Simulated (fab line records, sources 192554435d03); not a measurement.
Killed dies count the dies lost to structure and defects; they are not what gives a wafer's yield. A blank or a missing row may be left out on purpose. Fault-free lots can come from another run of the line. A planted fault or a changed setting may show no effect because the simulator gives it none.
Which tool is to blame?    flow n5Finfet    11 lots, 31 wafers sampled, at 4 steps of a route of 1938

== WHAT THE GAUGES SHOWED, per wafer ==
N5_BEOL_M8_THK_MEAS_01.
lot   measured      on            M8_ILD_THK (nm)
L839  day 9 12:46   filmMetro-01  154.9 153.0 155.6
L843  day 10 21:34  filmMetro-02  151.4 150.1 154.3
L846  day 11 02:13  filmMetro-02  153.0 155.3 156.1
L842  day 11 11:47  filmMetro-02  155.2 157.3
L850  day 12 09:35  filmMetro-01  180.0 180.1 184.5
L851  day 12 19:45  filmMetro-02  178.1 182.1 185.1
L852  day 12 20:41  filmMetro-02  181.4 184.5 182.8
L853  day 13 07:54  filmMetro-02  150.8 156.1 156.2
L856  day 13 18:05  filmMetro-01  152.7 152.3 155.4
L858  day 14 00:56  filmMetro-02  153.5 156.3 157.1
L857  day 14 05:06  filmMetro-02  156.7 152.7

== WHAT TOOL EACH LOT RAN ON (gives the tool, then ch and the chambers of the sampled wafers, and finally the start) ==
lot   N5_BEOL_M7_STRIP_80                           N5_BEOL_M7_PRE_CLEAN_45      N5_BEOL_M8_CURE_74
L839  rieDiel-01 ch 1,2,3, day 9 10:28 or earlier   pvdSputter-01, day 9 10:28   uvCure-01 ch 2, day 9 12:14
L843  rieDiel-01 ch 0,3, day 10 19:10 or earlier    pvdSputter-03, day 10 19:10  uvCure-03 ch 1, day 10 21:08
L846  rieDiel-01 ch 0,1,2, day 10 23:13 or earlier  pvdSputter-02, day 10 23:13  uvCure-01 ch 2, day 11 01:14
L842  rieDiel-05 ch 0,1, day 11 09:03 or earlier    pvdSputter-03, day 11 09:03  uvCure-01 ch 0, day 11 10:57
L850  rieDiel-03 ch 1,2,3, day 12 07:23 or earlier  pvdSputter-01, day 12 07:23  uvCure-03 ch 2, day 12 09:04
L851  rieDiel-03 ch 0,2,3, day 12 17:08 or earlier  pvdSputter-01, day 12 17:08  uvCure-01 ch 0, day 12 19:14
L852  rieDiel-05 ch 1,2,3, day 12 17:58 or earlier  pvdSputter-03, day 12 17:58  uvCure-02 ch 0, day 12 20:14
L853  rieDiel-05 ch 0,1,2, day 13 05:15 or earlier  pvdSputter-03, day 13 05:15  uvCure-03 ch 1, day 13 07:23
L856  rieDiel-01 ch 1,3, day 13 15:18 or earlier    pvdSputter-02, day 13 15:18  uvCure-02 ch 1, day 13 17:39
L858  rieDiel-03 ch 1,2, day 13 22:24 or earlier    pvdSputter-03, day 13 22:24  uvCure-02 ch 0, day 14 00:35
L857  rieDiel-03 ch 1,2, day 14 02:35 or earlier    pvdSputter-03, day 14 02:35  uvCure-03 ch 1, day 14 04:40
- N5_BEOL_M7_STRIP_80: strips in N2/H2, time 10 s.
- N5_BEOL_M7_PRE_CLEAN_45: time 30 s.
- N5_BEOL_M8_CURE_74: cures SiCOH lowk, time 240 s.

== THE ANSWER, worked out from the rows above alone ==
Rule: what is usual is taken from the lots themselves. Put in order of their means at a reading, lots are off if they are a third of the lots or fewer, leave a main group of 4 or more, and stand apart from it by a gap of 3 or more times the standard deviation of the main group's means; of several such gaps the widest counts. The tables above print the reading to a certain number of digits; a main group whose means all agree to those digits is not used. Also off: a lot with no number at a reading for which 4 or more lots have one. Where the step has rows for the other lots, those lots are counted as sound.
Off: L850, L851, L852, seen at N5_BEOL_M8_THK_MEAS_01 (M8_ILD_THK). Main group: mean 154.5 nm, sd 1.2.
If a tool, at a process step before that reading, ran all the lots that are off and no sound lot after the first of them, it fits. Those tools and the gauges at N5_BEOL_M8_THK_MEAS_01 are tried in the same way. With no start given for some of its lots, N5_BEOL_M7_STRIP_80 uses the hours and lot order of N5_BEOL_M7_PRE_CLEAN_45. Of those tried, none fits.

== WHAT WAS PUT IN BY THE SIMULATOR ==
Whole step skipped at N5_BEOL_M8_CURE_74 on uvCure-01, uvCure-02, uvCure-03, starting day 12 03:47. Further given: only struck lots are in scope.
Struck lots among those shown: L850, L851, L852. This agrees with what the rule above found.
